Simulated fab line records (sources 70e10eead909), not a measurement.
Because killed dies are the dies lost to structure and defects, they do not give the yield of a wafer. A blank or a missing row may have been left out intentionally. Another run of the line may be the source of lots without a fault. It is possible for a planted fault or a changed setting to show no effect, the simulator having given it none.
fab line records    flow nand-harc
[record] lots = 6  wafers = 18  last-day = 24
route steps=1159 shown A_ONON_D1@428 END@1159
lots with no fault: from the same line, run without faults
start-h: start of the lot's first displayed wafer, in hours after the record's first day    wait-h: hours elapsed since this lot's preceding step    " same as the row above    L1.1+2: several wafers, shown together as one row    - no value present, or no start provided    * or withheld: withheld    < > ~ a bound
route shown NAME@n: NAME is a module with steps in the file, n the number in the route of the first one    usual: average and standard deviation across the fault-free wafers    same: alike in all rows    chamber/n: place in a boat    sites: per-site readings    _std_site: their standard deviation    _edge_site: inner sites' mean taken away from outer sites' mean    radius-mm: how far each site lies from the wafer's centre    mask NAME#n: copy n    behind: the most recent tool/chamber to have shaped the wafer    hold: the reason the lot was held/the length of the hold in hours/how it ended    device: the n, p or np transistor that did not switch    end of line: tests of these same wafers at the route's end    a step given without rows: its recipe and nothing more    killed: at the first sort, the dies lost to defects and structure; wafer yield is something else    map: shows each die of a wafer: x if killed, . if not, _ if none is there
set.NAME: the run value of the setting; set.NAME@STEP: its run value at that earlier step    model.NAME: the simulator's own value behind a step, which no gauge read
a table for each step, a row for each wafer; lots at some steps of the route
services: the hour from which a tool's chamber was out of use, counted from the record's first day as start-h (under 0 if before that day), plus the number of hours and why
[[steps]]
[step NHARC_A_ONON_D1_DEP_06]
[recipe] target-thk-a = 10000  n2-flow-sccm = 2750  n2o-flow-sccm = 2000  nh3-flow-sccm = 500  sih4-flow-sccm = 210  temp-c = 400
[step NHARC_A_ONON_D1_THK_MEAS_08]
[recipe] thk-meas-gauge = ellipsometry
[usual] thk-nm = 997/8.5
lot.wafer  tool           chamber  start-h  wait-h  thk-nm
L211.3     film-metro-01  -        170.69   -       979
L211.4     "              -        "        "       979
L211.6     "              -        "        "       979
L221.2     film-metro-02  -        240.73   -       1006
L221.4     "              -        "        "       1006
L221.5     "              -        "        "       1006
L224.3     film-metro-02  -        251.04   -       998
L224.4     "              -        "        "       1000
L224.6     "              -        "        "       998
L227.2     film-metro-01  -        267.57   -       997
L227.4     "              -        "        "       998
L227.6     "              -        "        "       997
L231.2     film-metro-01  -        283.19   -       1003
L231.5     "              -        "        "       1003
L231.6     "              -        "        "       1003
L229.1     film-metro-02  -        283.19   -       997
L229.5     "              -        "        "       997
L229.6     "              -        "        "       997
[step NHARC_A_ONON_D1_DEP_09]
[recipe] target-thk-a = 10000  n2-flow-sccm = 2750  n2o-flow-sccm = 2000  nh3-flow-sccm = 500  sih4-flow-sccm = 210  temp-c = 400
[step NHARC_A_ONON_D1_THK_MEAS_11]
[recipe] thk-meas-gauge = ellipsometry
[usual] thk-nm = 1003/11
lot.wafer  tool           chamber  start-h  wait-h  thk-nm
L211.3     film-metro-02  -        171.26   -       1010
L211.4     "              -        "        "       1009
L211.6     "              -        "        "       1010
L221.2     film-metro-02  -        241.30   -       987
L221.4     "              -        "        "       984
L221.5     "              -        "        "       987
L224.3     film-metro-01  -        251.61   -       992
L224.4     "              -        "        "       995
L224.6     "              -        "        "       993
L227.2     film-metro-02  -        268.14   -       1009
L227.4     "              -        "        "       1009
L227.6     "              -        "        "       1009
L231.2     film-metro-02  -        283.75   -       1015
L231.5     "              -        "        "       1016
L231.6     "              -        "        "       1013
L229.1     film-metro-01  -        283.75   -       1016
L229.5     "              -        "        "       1016
L229.6     "              -        "        "       1016
[step NHARC_A_ONON_D1_DEP_12]
[recipe] target-thk-a = 10000  n2-flow-sccm = 2750  n2o-flow-sccm = 2000  nh3-flow-sccm = 500  sih4-flow-sccm = 210  temp-c = 400
[step NHARC_A_ONON_D1_THK_MEAS_14]
[recipe] thk-meas-gauge = ellipsometry
[usual] thk-nm = 1002/11
lot.wafer  tool           chamber  start-h  wait-h  thk-nm
L211.3     film-metro-02  -        171.84   -       1011
L211.4     "              -        "        "       1010
L211.6     "              -        "        "       1011
L221.2     film-metro-01  -        241.87   -       998
L221.4     "              -        "        "       1000
L221.5     "              -        "        "       996
L224.3     film-metro-01  -        252.25   -       1011
L224.4     "              -        "        "       1014
L224.6     "              -        "        "       1011
L227.2     film-metro-01  -        268.71   -       1003
L227.4     "              -        "        "       1003
L227.6     "              -        "        "       1001
L231.2     film-metro-02  -        284.32   -       976
L231.5     "              -        "        "       976
L231.6     "              -        "        "       977
L229.1     film-metro-01  -        284.33   -       994
L229.5     "              -        "        "       992
L229.6     "              -        "        "       994
[step NHARC_A_ONON_D1_ANNEAL_15]
[recipe] temp-c = 750  time-s = 3600
[step NHARC_A_ONON_D1_DEP_16]
[recipe] target-thk-a = 10000  n2-flow-sccm = 2750  n2o-flow-sccm = 2000  nh3-flow-sccm = 500  sih4-flow-sccm = 210  temp-c = 400
[step NHARC_A_ONON_D1_THK_MEAS_18]
[recipe] thk-meas-gauge = ellipsometry
[usual] thk-nm = 1001/9.6
lot.wafer  tool           chamber  start-h  wait-h  thk-nm
L211.3     film-metro-01  -        180.29   -       1002
L211.4     "              -        "        "       998
L211.6     "              -        "        "       1000
L221.2     film-metro-02  -        249.41   -       982
L221.4     "              -        "        "       986
L221.5     "              -        "        "       983
L224.3     film-metro-02  -        259.20   -       992
L224.4     "              -        "        "       992
L224.6     "              -        "        "       992
L227.2     film-metro-01  -        275.74   -       1013
L227.4     "              -        "        "       1016
L227.6     "              -        "        "       1014
L229.1     film-metro-01  -        299.24   -       1004
L229.5     "              -        "        "       1004
L229.6     "              -        "        "       1002
L231.2     film-metro-02  -        299.26   -       1008
L231.5     "              -        "        "       1009
L231.6     "              -        "        "       1007
[step NHARC_A_ONON_D1_DEP_19]
[recipe] target-thk-a = 10000  n2-flow-sccm = 2750  n2o-flow-sccm = 2000  nh3-flow-sccm = 500  sih4-flow-sccm = 210  temp-c = 400
[step NHARC_A_ONON_D1_THK_MEAS_21]
[recipe] thk-meas-gauge = ellipsometry
[usual] thk-nm = 1001/13
lot.wafer  tool           chamber  start-h  wait-h  thk-nm
L211.3     film-metro-01  -        180.85   -       1011
L211.4     "              -        "        "       1011
L211.6     "              -        "        "       1010
L221.2     film-metro-02  -        249.98   -       983
L221.4     "              -        "        "       986
L221.5     "              -        "        "       983
L224.3     film-metro-01  -        259.78   -       983
L224.4     "              -        "        "       982
L224.6     "              -        "        "       982
L227.2     film-metro-01  -        276.31   -       1014
L227.4     "              -        "        "       1014
L227.6     "              -        "        "       1013
L229.1     film-metro-01  -        299.80   -       1022
L229.5     "              -        "        "       1021
L229.6     "              -        "        "       1021
L231.2     film-metro-01  -        299.95   -       1001
L231.5     "              -        "        "       999
L231.6     "              -        "        "       998
[step NHARC_A_ONON_D1_DEP_22]
[recipe] target-thk-a = 10000  n2-flow-sccm = 2750  n2o-flow-sccm = 2000  nh3-flow-sccm = 500  sih4-flow-sccm = 210  temp-c = 400
lot.wafer   tool           chamber  start-h  wait-h
L211.3+4+6  pecvd-onon-01  0        181.02   0.2
L221.2+4+5  pecvd-onon-02  0        250.10   0.1
L224.3+4+6  pecvd-onon-02  0        259.95   0.2
L227.2+4+6  pecvd-onon-02  0        276.43   0.1
L229.1+5+6  pecvd-onon-01  0        299.86   0.1
L231.2+5+6  pecvd-onon-03  0        300.06   0.1
[step NHARC_A_ONON_D1_THK_MEAS_24]
[recipe] thk-meas-gauge = ellipsometry
[usual] thk-nm = 1002/9
lot.wafer  tool           chamber  start-h  wait-h  thk-nm
L211.3     film-metro-02  -        181.41   -       1002
L211.4     "              -        "        "       1004
L211.6     "              -        "        "       1002
L221.2     film-metro-02  -        250.55   -       990
L221.4     "              -        "        "       990
L221.5     "              -        "        "       990
L224.3     film-metro-01  -        260.34   -       685
L224.4     "              -        "        "       687
L224.6     "              -        "        "       687
L227.2     film-metro-02  -        276.87   -       675
L227.4     "              -        "        "       675
L227.6     "              -        "        "       675
L229.1     film-metro-02  -        300.37   -       1005
L229.5     "              -        "        "       1004
L229.6     "              -        "        "       1006
L231.2     film-metro-01  -        300.51   -       1013
L231.5     "              -        "        "       1010
L231.6     "              -        "        "       1012
[step NHARC_A_ONON_D1_DEP_25]
[recipe] target-thk-a = 10000  n2-flow-sccm = 2750  n2o-flow-sccm = 2000  nh3-flow-sccm = 500  sih4-flow-sccm = 210  temp-c = 400
[step NHARC_END_SORT_01]
[recipe] temp-c = 25
[usual] killed-at-array = 27/10  killed-at-other = 0.6/0.83  killed-at-periphery = 2.4/1.8  killed-dies = 30/10  killed-open = 3.3/1.7  killed-short = 1.8/1.4
[same] gross-dies = 677
lot.wafer  tool       chamber  start-h  wait-h  killed-at-array  killed-at-other  killed-at-periphery  killed-dies  killed-open  killed-short
L224.3     prober-02  0        523.75   3.1     676              0                1                    677          4            2
L224.4     prober-02  0        524.56   3.4     676              0                1                    677          4            0
L224.6     prober-02  0        526.17   4.0     672              0                5                    677          4            3
L227.2     prober-02  0        544.74   2.8     676              0                1                    677          1            0
L227.4     prober-02  0        546.35   3.4     674              0                3                    677          0            1
L227.6     prober-02  0        547.96   4.0     672              0                5                    677          4            2
// killed by level:class
L224.3 A_ONON_D1:area-dep=643 A_CHANNEL_HOLE_D1:chamber-film-flake=22 A_STAIRCASE:chamber-film-flake=3 A_WL_FILL:geometric-particle:open=2 A_CONTACT:chamber-film-flake=2 P_CONTACT:geometric-particle:open=1 A_ONON_D1:geometric-particle:short=1 A_WL_FILL:geometric-particle:short=1
L224.4 A_ONON_D1:area-dep=655 A_CHANNEL_HOLE_D1:chamber-film-flake=13 A_CONTACT:geometric-particle:open=2 A_STAIRCASE:chamber-film-flake=2 A_WL_FILL:geometric-particle:open=1 A_M0:geometric-particle:open=1 P_STI:chamber-film-flake=1 A_CONTACT:chamber-film-flake=1
L224.6 A_ONON_D1:area-dep=638 A_CHANNEL_HOLE_D1:chamber-film-flake=22 A_STAIRCASE:chamber-film-flake=6 A_CONTACT:geometric-particle:open=2 P_STI:chamber-film-flake=2 P_STI:geometric-particle:short=1 P_M0:geometric-particle:open=1 A_WL_FILL:geometric-particle:open=1
L227.2 A_ONON_D1:area-dep=654 A_CHANNEL_HOLE_D1:chamber-film-flake=15 A_CONTACT:chamber-film-flake=5 A_CHANNEL_HOLE_D1:geometric-particle:open=1 P_STI:chamber-film-flake=1 A_STAIRCASE:chamber-film-flake=1
L227.4 A_ONON_D1:area-dep=642 A_CHANNEL_HOLE_D1:chamber-film-flake=21 A_CONTACT:chamber-film-flake=5 P_STI:chamber-film-flake=2 A_STAIRCASE:chamber-film-flake=2 A_M0:chamber-film-flake=2 A_BLC:geometric-particle:short=1 P_GATE:chamber-film-flake=1
L227.6 A_ONON_D1:area-dep=638 A_CHANNEL_HOLE_D1:chamber-film-flake=20 A_STAIRCASE:chamber-film-flake=6 A_CONTACT:geometric-particle:open=3 P_STI:chamber-film-flake=3 A_CONTACT:chamber-film-flake=3 P_M0:geometric-particle:short=1 P_M1:geometric-particle:open=1
// map L224.3 (x killed, . not)
____________x____________
_________xxxxxxx_________
_______xxxxxxxxxxx_______
______xxxxxxxxxxxxx______
_____xxxxxxxxxxxxxxx_____
____xxxxxxxxxxxxxxxxx____
____xxxxxxxxxxxxxxxxx____
___xxxxxxxxxxxxxxxxxxx___
___xxxxxxxxxxxxxxxxxxx___
__xxxxxxxxxxxxxxxxxxxxx__
__xxxxxxxxxxxxxxxxxxxxx__
_xxxxxxxxxxxxxxxxxxxxxxx_
_xxxxxxxxxxxxxxxxxxxxxxx_
_xxxxxxxxxxxxxxxxxxxxxxx_
_xxxxxxxxxxxxxxxxxxxxxxx_
_xxxxxxxxxxxxxxxxxxxxxxx_
xxxxxxxxxxxxxxxxxxxxxxxxx
xxxxxxxxxxxxxxxxxxxxxxxxx
xxxxxxxxxxxxxxxxxxxxxxxxx
xxxxxxxxxxxxxxxxxxxxxxxxx
xxxxxxxxxxxxxxxxxxxxxxxxx
_xxxxxxxxxxxxxxxxxxxxxxx_
_xxxxxxxxxxxxxxxxxxxxxxx_
_xxxxxxxxxxxxxxxxxxxxxxx_
_xxxxxxxxxxxxxxxxxxxxxxx_
_xxxxxxxxxxxxxxxxxxxxxxx_
__xxxxxxxxxxxxxxxxxxxxx__
__xxxxxxxxxxxxxxxxxxxxx__
___xxxxxxxxxxxxxxxxxxx___
___xxxxxxxxxxxxxxxxxxx___
____xxxxxxxxxxxxxxxxx____
____xxxxxxxxxxxxxxxxx____
_____xxxxxxxxxxxxxxx_____
______xxxxxxxxxxxxx______
_______xxxxxxxxxxx_______
_________xxxxxxx_________
____________x____________
// map L227.2 (x killed, . not)
____________x____________
_________xxxxxxx_________
_______xxxxxxxxxxx_______
______xxxxxxxxxxxxx______
_____xxxxxxxxxxxxxxx_____
____xxxxxxxxxxxxxxxxx____
____xxxxxxxxxxxxxxxxx____
___xxxxxxxxxxxxxxxxxxx___
___xxxxxxxxxxxxxxxxxxx___
__xxxxxxxxxxxxxxxxxxxxx__
__xxxxxxxxxxxxxxxxxxxxx__
_xxxxxxxxxxxxxxxxxxxxxxx_
_xxxxxxxxxxxxxxxxxxxxxxx_
_xxxxxxxxxxxxxxxxxxxxxxx_
_xxxxxxxxxxxxxxxxxxxxxxx_
_xxxxxxxxxxxxxxxxxxxxxxx_
xxxxxxxxxxxxxxxxxxxxxxxxx
xxxxxxxxxxxxxxxxxxxxxxxxx
xxxxxxxxxxxxxxxxxxxxxxxxx
xxxxxxxxxxxxxxxxxxxxxxxxx
xxxxxxxxxxxxxxxxxxxxxxxxx
_xxxxxxxxxxxxxxxxxxxxxxx_
_xxxxxxxxxxxxxxxxxxxxxxx_
_xxxxxxxxxxxxxxxxxxxxxxx_
_xxxxxxxxxxxxxxxxxxxxxxx_
_xxxxxxxxxxxxxxxxxxxxxxx_
__xxxxxxxxxxxxxxxxxxxxx__
__xxxxxxxxxxxxxxxxxxxxx__
___xxxxxxxxxxxxxxxxxxx___
___xxxxxxxxxxxxxxxxxxx___
____xxxxxxxxxxxxxxxxx____
____xxxxxxxxxxxxxxxxx____
_____xxxxxxxxxxxxxxx_____
______xxxxxxxxxxxxx______
_______xxxxxxxxxxx_______
_________xxxxxxx_________
____________x____________
[[services]]
tool           chamber  start-h  hours  kind
pecvd-onon-01  -        195.12   13.0   pm
pecvd-onon-02  -        292.27   13.0   pm
[[key]]
[first-sign] step = NHARC_A_ONON_D1_THK_MEAS_24  reading = thk-nm  direction = down  sigmas = 36  usual = 1002  struck = 681
[effect] step = NHARC_END_SORT_01  reading = killed-at-array  direction = up  sigmas = 63  usual = 27  struck = 674
[more-kills-born-at] NHARC_A_ONON_D1_DEP_22@pecvd-onon-02 = 3870
met-at NHARC_A_ONON_D1_DEP_22
struck-wafers L224.3,L224.4,L224.6,L227.2,L227.4,L227.6
later-rows-left-out L224.3,L224.4,L224.6,L227.2,L227.4,L227.6
tester-left-out L224,L227
onset-between 250.10 259.95
[fault] kind = process-parameter-drift  tool = pecvd-onon-02  chamber = 0  onset-h = 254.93  steps = NHARC_A_ONON_D1_DEP_22  channel = target-thk-a  offset = *  shape = step  end-h = 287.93  acts-in = *  stated = *
// tester-left-out: of these lots the tester's yield and bins aren't shown, on N5 and GAA mostly nor the transistor test; their killed dies are dies lost to structure and defects alone, not to doping, threshold or leakage, so they don't give the yield
// later-rows-left-out: the simulator's readings of these wafers behind a module that went badly wrong aren't trusted and aren't shown, but for the sort
